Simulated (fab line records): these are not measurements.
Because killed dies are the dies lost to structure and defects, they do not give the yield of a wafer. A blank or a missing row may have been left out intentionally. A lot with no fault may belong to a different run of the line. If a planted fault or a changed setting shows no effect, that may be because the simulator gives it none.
Struck lot and sound lot, side by side + flow n5 finfet + 38 steps out of a route of 1938
Sound: the wafers L442.2, L442.5, L442.6. Struck: wafers L446.2, L446.5. (L446.6 of the same lot was not struck and is left out.) The cause comes at the end.
At each step with rows: each side's tool, then ch and its chambers, then its first start. Under that, the readings that differ: sound wafers + struck wafers + difference of the means + sigmas: that difference in standard deviations of wafers without a fault.
alike: a reading whose means differ by less than 2 such deviations, as well as words and numbers matching on both sides. not compared: withheld readings; readings where some wafer has no value; bounds like >300 that might hide an equal value; numbers whose values overlap and for which the record gives no deviation.
A row with sigmas, a row that says differs or no value, or rows on one side alone: a step with any of these is where the two part. Numbers that don't overlap but have no deviation are shown without sigmas and don't part them. Lack of a reading on every wafer of one side parts them only where that side has two or more wafers.

first, 9 steps without rows for these wafers: N5_BEOL_M6_COAT_60 (time 60 s, resist thk 35 nm); N5_BEOL_M6_COAT_05 (resist thk 90 nm); N5_BEOL_M6_EBR_07; N5_BEOL_M6_SOFTBAKE_06 (time 60 s); N5_BEOL_M6_EXPOSE_08 (exposes mask M6); N5_BEOL_M6_PEB_09 (peb time 60 s); N5_BEOL_M6_DEVELOP_10 (develop time 30 s); N5_BEOL_M6_DESCUM_16 (chemistry O2, time 7.9 s); N5_BEOL_M6_ETCH_61 (etches SiARC in CF4, target depth 45.5 nm, time 75.8 s).
N5_BEOL_M6_ETCH_62: etches SOC in N2/H2, target depth 110 nm, overetch 22 nm, time 165 s.
  sound on rie diel-04 ch 0,3, day 12 17:53; struck on rie diel-04 ch 0, day 13 21:50
| reading                                    | sound          | struck    | difference | sigmas |
|--------------------------------------------|----------------|-----------|------------|--------|
| model.SiARC_of_BEOL_M6_COAT_60.thk nm (nm) | 28.4 27.8 28.6 | 21.4 21.4 | -6.9       |        |
| model.BEOL_M6.cd offset nm (nm)            | -1 -1.4 -1.4   | 3 3.2     | +4         |        |
  alike: drypump motor current A, oes product au, rf vpp V, showerhead plenum p Torr, throttle valve pct
  not compared: rf hours counter h
then, 2 steps without rows for these wafers: N5_BEOL_M6_STRIP_68 (strips in N2/H2); N5_BEOL_M6_STRIP_67 (strips in CF4).
N5_BEOL_M6_HM_OPEN_17: chemistry Cl2/BCl3, target TiN, target depth 20 nm, overetch 6 nm.
  sound on rie metal-03 ch 0,1, day 12 18:04; struck on rie metal-02 ch 0,1, day 13 22:01
| reading                         | sound             | struck      | difference | sigmas |
|---------------------------------|-------------------|-------------|------------|--------|
| oes product au (a.u.)           | 0.68 0.65 0.68    | 0.36 0.45   | -0.27      | -5     |
| throttle valve pct (%)          | 22.07 22.34 22.09 | 22.69 22.46 | +0.41      | +3     |
| model.etch.depth nm (nm)        | 20.17 20.4 20     | 5.005 5.238 | -15.069    |        |
| model.BEOL_M6.cd offset nm (nm) | -1 -1.6 -1.2      | 3 3.2       | +4         |        |
  alike: drypump motor current A, mfc cl2 sccm
  not compared: rf hours counter h
then, 1 step without rows for these wafers: N5_BEOL_M6_STRIP_19 (strips in O2).
N5_BEOL_M6_CD_MEAS_18: pitch 80 nm, target cd 40 nm.
  sound on cd sem-01, day 12 18:23; struck on cd sem-01, day 13 22:13
| reading    | sound          | struck    | difference | sigmas |
|------------|----------------|-----------|------------|--------|
| cd nm (nm) | 39.0 38.6 38.5 | 43.6 44.1 | +5.1       | +7     |
then, 21 steps without rows for these wafers: N5_BEOL_M6_COAT_63 (time 60 s, resist thk 60 nm); N5_BEOL_M6_COAT_64 (time 60 s, resist thk 12 nm); N5_BEOL_M6_COAT_71 (time 60 s, resist thk 5 nm); N5_BEOL_M6_COAT_22 (resist thk 30 nm); N5_BEOL_M6_EBR_24; N5_BEOL_M6_SOFTBAKE_23 (time 60 s); N5_BEOL_M6_EXPOSE_25 (exposes mask V5, target cd 40 nm); N5_BEOL_M6_PEB_26 (peb time 60 s); N5_BEOL_M6_DEVELOP_27 (develop time 30 s); N5_BEOL_M6_DESCUM_33 (chemistry O2, time 7 s); N5_BEOL_M6_ETCH_72 (etches underlayer in N2/H2, target depth 6.5 nm, time 5.2 s); N5_BEOL_M6_ETCH_65 (etches SiARC in CF4, target depth 15.6 nm, time 26 s); N5_BEOL_M6_ETCH_66 (etches SOC in N2/H2, target depth 80 nm, overetch 16 nm, time 120 s); N5_BEOL_M6_STRIP_69 (strips in N2/H2); N5_BEOL_M6_STRIP_73 (strips in N2/H2); N5_BEOL_M6_VIA_ETCH_34 (etches SiCOH lowk in C4F6/O2, target depth 126.3 nm, time 50.9 s); N5_BEOL_M6_STRIP_76 (strips in C4F6/O2); N5_BEOL_M6_STRIP_36 (strips in N2/H2); N5_BEOL_M6_TRENCH_ETCH_37 (etches SiCOH lowk in C4F6/O2, target depth 94.435 nm, time 31.5 s); N5_BEOL_M6_ETCH_41 (etches SiCN in CH3F/O2, target depth 29.7 nm, time 52 s); N5_BEOL_M6_STRIP_80 (strips in N2/H2, time 10 s).
-- here the record skips 4 days between the struck wafers' starts before and after, leaving off in module BEOL_M6 and picking up in module BEOL_M15 (first step shown: number 1830 of the route) --
N5_BEOL_M15_RC_MEAS_101:
  sound on prober-01 ch 0, day 16 06:22; struck on prober-02 ch 0, day 17 16:27
| reading                   | sound                   | struck          | difference | sigmas |
|---------------------------|-------------------------|-----------------|------------|--------|
| COMB_M11 (S/m)            | 1.9e-11 2.7e-11 1.5e-11 | 1.1e-11 1.2e-11 | -8.8e-12   | -3     |
| SERP_M6 (ohm/um)          | 14.0 15.2 14.2          | 11.9 11.0       | -3.0       | -4     |
| SERP_M6_max_site (ohm/um) | 14.4 15.6 14.6          | 12.5 11.3       | -3.0       | -3     |
  alike: COMB_M10, COMB_M12, COMB_M13, COMB_M14, COMB_M15, COMB_M15_max_site, COMB_M5, COMB_M5_max_site, COMB_M6, COMB_M7, COMB_M8, COMB_M9, SERP_M10, SERP_M11, SERP_M11_max_site, SERP_M12, SERP_M13, SERP_M14, SERP_M14_max_site, SERP_M5, SERP_M7, SERP_M8, SERP_M8_max_site, SERP_M9
-- the record jumps here: 3 days lie between the struck wafers' starts before and after (it left off in module BEOL_M15 and takes up again in module PASSIVATION, whose first step shown is number 1936 of the route) --
N5_PASSIVATION_PROBE_49:
  sound on prober-02, day 16 20:56; struck on prober-02, day 20 08:26
  alike: defect limited yield, killed_at_M0_to_M3, killed_at_M4_up, killed at contacts, killed at front end, killed at other, killed dies, killed open, killed short, sort_bin_4_leakage, sort_bin_5_function, sort_bin_6_memory, sort_bin_8_speed, sort n pass, sort yield pct

== WHERE THEY PART ==
Earliest at N5_BEOL_M6_HM_OPEN_17; latest, in this record, at N5_BEOL_M15_RC_MEAS_101. Later steps at which nothing parts them and some readings are alike: N5_PASSIVATION_PROBE_49.

WHY: the cause the simulator had injected
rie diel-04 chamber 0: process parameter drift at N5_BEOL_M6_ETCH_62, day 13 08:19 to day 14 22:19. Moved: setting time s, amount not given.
